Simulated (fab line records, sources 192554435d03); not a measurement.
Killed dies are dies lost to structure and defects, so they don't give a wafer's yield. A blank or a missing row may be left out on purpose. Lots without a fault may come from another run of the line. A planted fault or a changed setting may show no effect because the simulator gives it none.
Chamber matching | flow n5Finfet | N5_BEOL_M14_CMP_49 on cmp-01 has 4 sister chambers
The step polishes, stops on SiO2, t overpolish 5.2 s, target thk 560 nm. 4 wafers are shown with their chamber, then 10 later ones without.

WAFERS, EACH WITH ITS CHAMBER
wafer  | chamber | motorCurrentA (A)
L084.2 | 2       | 8.3
L084.4 | 1       | 7.0
L086.1 | 0       | 7.0
L086.2 | 3       | 8.3

WAFERS WITHOUT THEIR CHAMBER
wafer  | motorCurrentA (A)
L086.4 | 7.2
L085.3 | 8.4
L085.4 | 8.3
L085.5 | 8.3
L090.1 | 7.1
L090.4 | 8.4
L090.5 | 8.7
L092.1 | 7.2
L092.2 | 7.4
L092.5 | 8.0

THE CHAMBER EACH PASSED THROUGH
wafer  | from the rows above     | in truth
L086.4 | can't be placed: 0 or 1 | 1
L085.3 | can't be placed: 2 or 3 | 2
L085.4 | can't be placed: 2 or 3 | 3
L085.5 | can't be placed: 2 or 3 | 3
L090.1 | can't be placed: 0 or 1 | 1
L090.4 | can't be placed: 2 or 3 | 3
L090.5 | can't be placed: 2 or 3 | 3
L092.1 | can't be placed: 0 or 1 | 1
L092.2 | can't be placed: 0 or 1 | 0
L092.5 | can't be placed: 2 or 3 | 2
Placed correctly: 0 of 10. Cannot be placed on the basis of these rows: 10; the candidates contain the true chamber in 10. Number placed wrongly: 0.
How it was worked out, from the rows above alone: a wafer's distance from a chamber is the root of the sum, over the readings, of the square of ((its reading less the chamber's mean) divided by the reading's scatter). The wafer belongs to the nearest chamber; if the next one is less than 2 further off, it can't be placed. Each chamber's mean is taken over the wafers shown for it. The scatter: with one shown wafer a chamber, the root of the mean of the squares of how far each hidden wafer lies from its nearest shown one.
